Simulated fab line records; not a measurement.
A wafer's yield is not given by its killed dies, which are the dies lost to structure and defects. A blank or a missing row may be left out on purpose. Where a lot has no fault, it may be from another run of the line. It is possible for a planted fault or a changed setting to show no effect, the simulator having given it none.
A lot that was struck, set against a sound lot || flow n5 finfet || 37 steps out of a route of 1938
Sound: these wafers, L558.1, L558.2, L558.3. Wafers struck: L557.2, L557.3, L557.4. The cause comes at the end.
Order at every step that has rows: each side's tool, ch and its chambers, its first start. Under that, the readings that differ: sound wafers || struck wafers || difference of the means || sigmas: that difference in standard deviations of wafers without a fault.
alike: same words and numbers on both sides, and readings whose means sit less than 2 such deviations apart. not compared: any withheld reading, any reading some wafer has no value for, any bound like >300 that may hide the same value, and any number with overlapping values for which the record gives no deviation.
The two part at a step that has a row with sigmas, a row that says differs or no value, or rows on one side only. Non-overlapping numbers with no deviation appear without sigmas and do not part them. A reading missing from all wafers of one side parts the sides only when that side holds two or more wafers.

first, 9 steps without rows for these wafers: N5_PASSIVATION_DESCUM_12 (chemistry O2, time 7.9 s); N5_PASSIVATION_PASS_ETCH_74 (etches SiNx in CF4/O2, target depth 220 nm, time 110 s); N5_PASSIVATION_VIA_ETCH_13 (etches SiO2 in CHF3/O2, target depth 660 nm, time 330 s); N5_PASSIVATION_STRIP_14 (strips in O2); N5_PASSIVATION_ETCH_15 (etches SiCN in CF4/N2, target depth 75 nm, time 81.2 s); N5_PASSIVATION_STRIP_73 (strips in post etch residue remover, time 60 s); N5_PASSIVATION_SRD_17 (time 30 s, dry time 30 s); N5_PASSIVATION_DEGAS_18 (time 60 s); N5_PASSIVATION_PRE_CLEAN_19.
N5_PASSIVATION_SPUTTER_20: material TaN, target thk 50 nm.
  sound on pvd sputter-02 at day 14 17:53; struck on pvd sputter-03 at day 14 07:47
  alike: chamber pressure pa, substrate temp c, throttle valve pct
then, 26 steps without rows for these wafers: N5_PASSIVATION_AL_DEP_21 (deposits Al, target thk 2800 nm, time 170 s); N5_PASSIVATION_HMDS_23 (time 60 s); N5_PASSIVATION_COAT_24; N5_PASSIVATION_EBR_26; N5_PASSIVATION_SOFTBAKE_25 (time 90 s); N5_PASSIVATION_EXPOSE_27 (exposes mask PAD, defocus 0 nm); N5_PASSIVATION_PEB_28; N5_PASSIVATION_DEVELOP_29 (develop time 60 s); N5_PASSIVATION_HARDBAKE_31 (time 120 s); N5_PASSIVATION_DESCUM_32 (chemistry O2, time 7.9 s); N5_PASSIVATION_AL_ETCH_33 (etches Al in Cl2/BCl3, stops on TaN, target depth 2800 nm, time 466.7 s); N5_PASSIVATION_ETCH_59 (etches TaN in Cl2/BCl3, target depth 65 nm, time 34.9 s); N5_PASSIVATION_STRIP_34 (strips in O2); N5_PASSIVATION_STRIP_51 (strips in post etch residue remover, time 1200 s); N5_PASSIVATION_CLEAN_69 (cleans in IPA, time 180 s); N5_PASSIVATION_SRD_70 (time 30 s); N5_PASSIVATION_PECVD_53 (deposits SiO2 from TEOS/O2, target thk 800 nm, time 169.4 s); N5_PASSIVATION_PECVD_35 (deposits SiNx from SiH4/NH3/N2, target thk 700 nm, time 151.3 s); N5_PASSIVATION_HMDS_37 (time 60 s); N5_PASSIVATION_COAT_38; N5_PASSIVATION_EBR_40; N5_PASSIVATION_SOFTBAKE_39 (time 120 s); N5_PASSIVATION_EXPOSE_41 (exposes mask PASS OPEN, defocus 0 nm, target cd 40000 nm); N5_PASSIVATION_PEB_42; N5_PASSIVATION_DEVELOP_43 (develop time 60 s); N5_PASSIVATION_HARDBAKE_45 (time 120 s).
N5_PASSIVATION_PROBE_49:
  rows exist in the record for the struck wafers here (prober-02, day 14 13:32), but not for the sound ones

## WHERE THEY PART
N5_PASSIVATION_PROBE_49 only, going by this record.

WHY: what had been put in by the simulator
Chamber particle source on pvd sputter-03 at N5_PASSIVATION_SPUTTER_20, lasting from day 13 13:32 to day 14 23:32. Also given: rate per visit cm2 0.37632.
